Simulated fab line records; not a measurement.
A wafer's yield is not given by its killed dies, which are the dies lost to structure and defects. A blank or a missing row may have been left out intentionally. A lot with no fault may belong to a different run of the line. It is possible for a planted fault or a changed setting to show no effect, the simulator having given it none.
fab line records	flow nand-harc
record: lots: 13	wafers: 39	last-day: 34
route steps=1302 shown P_GATE@132
lots with no fault: from the same line, run without faults
start-h: the number of hours between the record's first day and the start of the first shown wafer of the lot	wait-h: hours elapsed since this lot's preceding step	" same as the row above	L1.1+2: one row covering several wafers at once	- no value, or no start was given	* or withheld: withheld	< > ~ a bound
route shown NAME@n: NAME is a module with steps in the file, n the number in the route of the first one	usual: mean and standard deviation over wafers with no fault	same: alike in all rows	chamber/n: place in a boat	sites: each site's reading	_std_site: standard deviation of those values	_edge_site: mean of outer sites minus mean of inner sites	radius-mm: how far each site lies from the wafer's centre	mask NAME#n: copy n	behind: the tool/chamber that last shaped the wafer	hold: why the lot was held/for how many hours/how that ended	device: the n, p or np transistor that did not switch	end of line: the route-end tests of the same wafers	where a step has no rows: the recipe by itself	killed: dies lost to structure and defects at the first sort, not the wafer's yield	map: shows each die of a wafer: x if killed, . if not, _ if none is there
set.NAME: setting as actually run; set.NAME@STEP: the setting as run at that earlier step	model.NAME: the simulator's own value behind a step, which no gauge read
a sample of lots followed through the steps of the route, with each step as a table and each wafer as a row
services: when a tool's chamber went out of use (start-h, in hours from the record's first day, below 0 if earlier), for how many hours, and the reason
== steps ==
step: NHARC_P_GATE_DEP_103
recipe: target-thk-a: 300	target-thk-nm: 30	temp-c: 400	flow-sccm: 200	rf-w: 350	material: SiON
usual: heater-power-w: 710/99
lot.wafer	tool	chamber	start-h	wait-h	heater-power-w
L706.3	pecvd-01	0	111.31	0.4	625
L706.1	"	1	"	"	752
L706.4	"	1	"	"	750
L707.2	pecvd-02	1	112.02	0.5	744
L707.1	"	2	"	"	708
L707.4	"	2	"	"	685
L709.1	pecvd-02	0	128.46	0.6	798
L709.3	"	1	"	"	630
L709.4	"	2	"	"	721
L708.1	pecvd-01	1	128.77	0.6	689
L708.2	"	2	"	"	566
L708.6	"	0	"	"	704
L713.2	pecvd-03	1	164.95	0.5	864
L713.1	"	2	"	"	683
L713.5	"	1	"	"	878
L720.2	pecvd-03	1	240.79	0.5	923
L720.1	"	2	"	"	682
L720.4	"	0	"	"	663
L722.2	pecvd-03	2	263.85	0.4	653
L722.3	"	0	"	"	685
L722.5	"	0	"	"	679
L723.3	pecvd-01	1	272.39	0.3	696
L723.5	"	1	"	"	706
L723.6	"	2	"	"	626
L724.2	pecvd-02	1	278.44	0.4	699
L724.5	"	1	"	"	667
L724.4	"	2	"	"	745
L725.2	pecvd-03	1	286.63	0.4	802
L725.6	"	1	"	"	786
L725.4	"	2	"	"	608
L726.3	pecvd-01	2	292.82	0.4	555
L726.5	"	0	"	"	694
L726.4	"	1	"	"	783
L728.3	pecvd-03	2	317.64	0.3	592
L728.1	"	0	"	"	675
L728.5	"	1	"	"	828
L729.2	pecvd-01	2	332.70	0.5	647
L729.3	"	0	"	"	637
L729.6	"	1	"	"	757
step: NHARC_P_GATE_ETCHBACK_37
recipe: target-depth-a: 345	time-s: 17.2	chf3-flow-sccm: 50	o2-flow-sccm: 10	ar-flow-sccm: 200	rf-w: 500	bias-w: 200	chemistry: CHF3/O2
usual: drypump-motor-current-A: 5.7/0.54	oes-product-au: 0.95/0.033	rf-vpp-V: 371.3/2.2	showerhead-plenum-p-Torr: 2.43/0.095	throttle-valve-pct: 20.573/0.0084
lot.wafer	tool	chamber	start-h	wait-h	drypump-motor-current-A	oes-product-au	rf-hours-counter-h	rf-vpp-V	showerhead-plenum-p-Torr	throttle-valve-pct
L707.1	rie-diel-11	0	-	-	5.2	0.93	1.0	371.3	2.45	20.584
L707.4	"	2	"	"	5.8	0.93	1.4	368.7	2.34	20.579
L707.2	"	3	"	"	6.5	0.95	0.9	373.4	2.46	20.586
L706.4	rie-diel-09	0	-	-	5.5	0.98	9.5	374.3	2.46	20.572
L706.1	"	2	"	"	4.8	0.96	9.4	373.1	2.53	20.580
L706.3	"	3	"	"	5.8	0.97	9.0	373.1	2.51	20.590
L709.3	rie-diel-09	1	-	-	5.2	0.93	10.0	376.4	2.57	20.564
L709.1	"	2	"	"	4.8	0.91	9.5	373.3	2.53	20.557
L709.4	"	3	"	"	5.8	0.92	9.1	372.9	2.51	20.569
L708.2	rie-diel-08	1	-	-	5.2	0.93	6.1	373.8	2.55	20.585
L708.1	"	3	"	"	5.4	0.93	4.7	372.2	2.44	20.570
L708.6	"	0	"	"	6.0	0.93	-	367.4	2.26	20.571
L713.2	rie-diel-11	1	-	-	6.7	0.94	4.4	370.6	2.39	20.574
L713.1	"	2	"	"	5.9	0.94	4.1	368.8	2.34	20.589
L713.5	"	0	"	"	5.2	0.93	-	371.0	2.45	20.576
L720.4	rie-diel-11	2	-	-	5.8	1.01	8.3	367.9	2.34	20.599
L720.1	"	3	"	"	6.5	0.99	8.4	372.2	2.46	20.573
L720.2	"	0	"	"	5.2	1.00	8.3	371.8	2.45	20.558
L722.3	rie-diel-09	2	-	-	4.8	0.92	3.9	371.6	2.52	20.570
L722.2	"	0	"	"	5.5	0.92	4.3	371.4	2.46	20.565
L722.5	"	1	"	"	5.2	0.92	-	372.9	2.57	20.567
L723.3	rie-diel-11	0	-	-	5.2	0.94	0.8	372.0	2.45	20.564
L723.5	"	2	"	"	5.8	0.93	-	369.9	2.34	20.577
L723.6	"	3	"	"	6.5	0.93	-	370.8	2.46	20.562
L724.4	rie-diel-09	3	-	-	5.8	0.93	4.2	373.6	2.50	20.577
L724.2	"	1	"	"	5.2	0.92	5.9	374.1	2.57	20.579
L724.5	"	2	"	"	4.8	0.92	-	373.2	2.52	20.571
L725.2	rie-diel-09	0	-	-	5.5	0.93	6.2	371.4	2.46	20.575
L725.4	"	3	"	"	5.8	0.93	4.3	372.9	2.50	20.589
L725.6	"	1	"	"	5.2	0.94	-	373.9	2.57	20.576
L726.3	rie-diel-11	0	-	-	5.2	1.00	1.9	371.0	2.45	20.575
L726.4	"	1	"	"	6.7	1.01	2.3	372.6	2.39	20.574
L726.5	"	3	"	"	6.5	1.00	-	372.8	2.46	20.587
L728.1	rie-diel-11	2	-	-	5.8	1.01	3.2	368.9	2.34	20.574
L728.3	"	0	"	"	5.2	1.00	2.7	370.7	2.45	20.582
L728.5	"	2	"	"	5.8	1.00	-	369.2	2.34	20.576
L729.3	rie-diel-08	0	-	-	6.0	0.94	8.2	367.8	2.25	20.567
L729.2	"	3	"	"	5.4	0.93	9.4	372.5	2.44	20.592
L729.6	"	1	"	"	5.2	0.94	-	372.5	2.55	20.576
step: NHARC_P_GATE_EXPOSE_56
recipe: na: 0.6	target-cd-nm: 720	dose-mj: 14.81	mask-id: P_PSD
lot.wafer	tool	chamber	start-h	wait-h	mask
L707.1+2+4	krf-scanner-03	0	126.21	-	P_PSD#0
L706.1+3+4	krf-scanner-01	0	127.39	-	P_PSD#0
L709.1+3+4	krf-scanner-04	0	142.73	-	P_PSD#0
L708.1+2+6	krf-scanner-03	0	143.01	-	P_PSD#0
L713.1+2+5	krf-scanner-03	0	178.97	-	P_PSD_R1#0
L720.1+2+4	krf-scanner-01	0	255.92	-	P_PSD#0
L722.2+3+5	krf-scanner-03	0	278.11	-	P_PSD#0
L723.3+5+6	krf-scanner-01	0	286.34	-	P_PSD#0
L724.2+4+5	krf-scanner-04	0	292.59	-	P_PSD#0
L725.2+4+6	krf-scanner-01	0	300.77	-	P_PSD#0
L726.3+4+5	krf-scanner-01	0	306.79	-	P_PSD#0
L728.1+3+5	krf-scanner-03	0	331.95	-	P_PSD#0
L729.2+3+6	krf-scanner-01	0	347.03	-	P_PSD#0
step: NHARC_P_GATE_CD_MEAS_59
recipe: target-cd-nm: 720	landing-energy-ev: 500
usual: cd-nm: 719.2/1.1
lot.wafer	tool	chamber	start-h	wait-h	cd-nm
L707.1	cd-sem-03	0	126.36	-	720.7
L707.2	"	0	"	"	720.3
L707.4	"	0	"	"	718.6
L706.1	cd-sem-03	0	127.55	-	718.9
L706.3	"	0	"	"	718.4
L706.4	"	0	"	"	718.9
L709.1	cd-sem-02	0	142.88	-	721.5
L709.3	"	0	"	"	721.0
L709.4	"	0	"	"	720.1
L708.1	cd-sem-01	0	143.17	-	718.2
L708.2	"	0	"	"	718.5
L708.6	"	0	"	"	719.2
L713.1	cd-sem-01	0	179.13	-	791.0
L713.2	"	0	"	"	790.8
L713.5	"	0	"	"	791.7
L720.1	cd-sem-02	0	256.07	-	717.7
L720.2	"	0	"	"	720.7
L720.4	"	0	"	"	721.2
L722.2	cd-sem-02	0	278.28	-	720.2
L722.3	"	0	"	"	720.6
L722.5	"	0	"	"	721.5
L723.3	cd-sem-02	0	286.49	-	717.2
L723.5	"	0	"	"	718.2
L723.6	"	0	"	"	717.3
L724.2	cd-sem-02	0	292.75	-	719.5
L724.4	"	0	"	"	718.3
L724.5	"	0	"	"	718.2
L725.2	cd-sem-01	0	300.93	-	719.0
L725.4	"	0	"	"	719.2
L725.6	"	0	"	"	721.4
L726.3	cd-sem-03	0	306.94	-	718.8
L726.4	"	0	"	"	720.8
L726.5	"	0	"	"	719.8
L728.1	cd-sem-02	0	332.10	-	719.3
L728.3	"	0	"	"	719.4
L728.5	"	0	"	"	718.3
L729.2	cd-sem-01	0	347.18	-	720.0
L729.3	"	0	"	"	719.4
L729.6	"	0	"	"	719.5
step: NHARC_P_GATE_DESCUM_61
recipe: time-s: 3	o2-flow-sccm: 200	ar-flow-sccm: 0	bias-power-w: 0	chemistry: O2
usual: drypump-motor-current-A: 5.6/0.5	oes-product-au: 1.000/0.0067	rf-vpp-V: 57.9/0.87	showerhead-plenum-p-Torr: 1.95/0.082	throttle-valve-pct: 11.310/0.0088
lot.wafer	tool	chamber	start-h	wait-h	drypump-motor-current-A	oes-product-au	rf-hours-counter-h	rf-vpp-V	showerhead-plenum-p-Torr	throttle-valve-pct
L707.2	rie-diel-09	0	126.52	-	5.5	1.003	9.6	58.1	1.96	11.303
L707.1	"	1	"	"	5.3	1.009	10.0	57.9	2.06	11.320
L707.4	"	3	"	"	5.8	0.997	9.0	57.9	2.00	11.317
L706.1	rie-diel-11	1	127.71	-	6.7	1.002	1.4	58.2	1.91	11.319
L706.3	"	2	"	"	5.8	1.003	1.4	57.9	1.86	11.310
L706.4	"	0	"	"	5.2	1.007	1.0	56.0	1.96	11.292
L709.3	rie-diel-09	1	143.05	-	5.2	0.994	10.1	57.4	2.06	11.297
L709.1	"	2	"	"	4.8	0.991	9.6	58.1	2.02	11.315
L709.4	"	3	"	"	5.8	0.994	9.1	58.6	2.00	11.298
L708.1	rie-diel-08	0	143.35	-	6.0	1.000	5.6	57.8	1.79	11.310
L708.2	"	1	"	"	5.2	1.010	6.2	56.7	2.04	11.316
L708.6	"	3	"	"	5.4	0.998	-	58.1	1.95	11.307
L713.1	rie-diel-08	1	179.29	-	5.2	1.009	7.6	57.8	2.04	11.315
L713.2	"	0	"	"	6.0	1.005	7.5	56.5	1.79	11.302
L713.5	"	2	"	"	5.5	1.007	-	56.6	1.80	11.312
L720.1	rie-diel-09	2	256.23	-	4.8	0.988	3.6	58.7	2.02	11.310
L720.2	"	1	"	"	5.2	1.016	3.8	57.1	2.05	11.316
L720.4	"	2	"	"	4.8	0.998	-	56.8	2.02	11.319
L722.2	rie-diel-09	0	278.43	-	5.5	0.997	4.3	58.5	1.96	11.313
L722.3	"	2	"	"	4.8	0.994	3.9	57.8	2.02	11.309
L722.5	"	0	"	"	5.5	1.000	-	59.1	1.96	11.316
L723.3	rie-diel-11	0	286.66	-	5.2	1.009	0.8	57.9	1.95	11.324
L723.5	"	3	"	"	6.5	1.002	-	57.7	1.96	11.312
L723.6	"	0	"	"	5.2	1.007	-	57.6	1.95	11.306
L724.4	rie-diel-08	0	292.91	-	6.0	0.998	6.5	58.6	1.79	11.304
L724.2	"	2	"	"	5.5	0.996	8.0	57.5	1.80	11.316
L724.5	"	0	"	"	6.0	0.992	-	57.2	1.79	11.316
L725.4	rie-diel-09	1	301.09	-	5.2	0.999	6.1	57.5	2.05	11.315
L725.2	"	3	"	"	5.8	0.995	4.3	58.9	2.00	11.317
L725.6	"	1	"	"	5.2	0.992	-	57.7	2.05	11.298
L726.4	rie-diel-09	3	307.11	-	5.8	1.001	4.5	58.2	2.00	11.310
L726.3	"	0	"	"	5.5	1.006	6.4	58.7	1.96	11.309
L726.5	"	2	"	"	4.8	1.005	-	58.1	2.02	11.316
L728.1	rie-diel-08	1	332.26	-	5.2	1.000	7.8	57.4	2.04	11.286
L728.3	"	3	"	"	5.4	0.999	9.1	57.2	1.94	11.304
L728.5	"	1	"	"	5.2	0.998	-	58.5	2.04	11.295
L729.3	rie-diel-09	0	347.34	-	5.5	1.011	3.2	59.4	1.96	11.322
L729.2	"	1	"	"	5.2	1.003	3.4	58.4	2.05	11.315
L729.6	"	0	"	"	5.5	1.004	-	57.0	1.96	11.324
== services ==
tool	chamber	start-h	hours	kind
pecvd-01	-	130.00	13.0	pm
pecvd-03	-	135.37	1.5	repair
krf-scanner-01	-	140.00	4.0	pm
rie-diel-09	-	143.11	9.0	pm
rie-diel-08	0	146.46	8.0	repair
krf-scanner-01	-	178.31	1.1	repair
pecvd-03	-	185.31	13.0	pm
rie-diel-09	0	186.43	3.3	repair
rie-diel-11	3	189.06	3.3	repair
rie-diel-08	-	190.80	9.0	pm
krf-scanner-03	-	194.59	0.2	repair
krf-scanner-03	-	224.00	4.0	pm
rie-diel-09	1	236.67	3.8	repair
rie-diel-09	0	255.07	1.9	repair
rie-diel-11	-	255.50	9.0	pm
pecvd-01	1	255.63	4.7	repair
rie-diel-08	-	261.46	0.5	repair
rie-diel-11	3	266.48	2.5	repair
rie-diel-09	3	279.01	10.7	repair
rie-diel-11	0	295.06	4.9	repair
krf-scanner-01	-	312.00	4.0	pm
rie-diel-09	-	320.11	9.0	pm
rie-diel-11	-	331.32	0.4	repair
rie-diel-09	2	333.18	19.9	repair
== key ==
first-sign: step: NHARC_P_GATE_EXPOSE_56	reading: mask	direction: changed
effect: step: NHARC_P_GATE_CD_MEAS_59	reading: cd-nm	direction: up	sigmas: 63	usual: 719.2	struck: 791.1
met-at NHARC_P_GATE_EXPOSE_56
struck-lots L713
sort-left-out L713.1,L713.2,L713.5
tester-left-out L713
not-acting-at NHARC_P_GATE_DEP_103,NHARC_P_GATE_ETCHBACK_37,NHARC_P_GATE_DESCUM_61
onset-between 143.01 178.97
fault: kind: wrong-mask	tool: any	chamber: -	onset-h: 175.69	steps: NHARC_P_GATE_EXPOSE_56	aux-copy: P_PSD_R1#0	cd-offset-nm: 73.365	scope: struck-lots-only
tester-left-out: of these lots the tester's yield and bins aren't shown, on N5 and GAA mostly nor the transistor test; their killed dies are dies lost to structure and defects alone, not to doping, threshold or leakage, so they don't give the yield
sort-left-out: the simulated sort isn't trusted on such a fault, so these wafers' sort isn't shown, and their yield isn't known
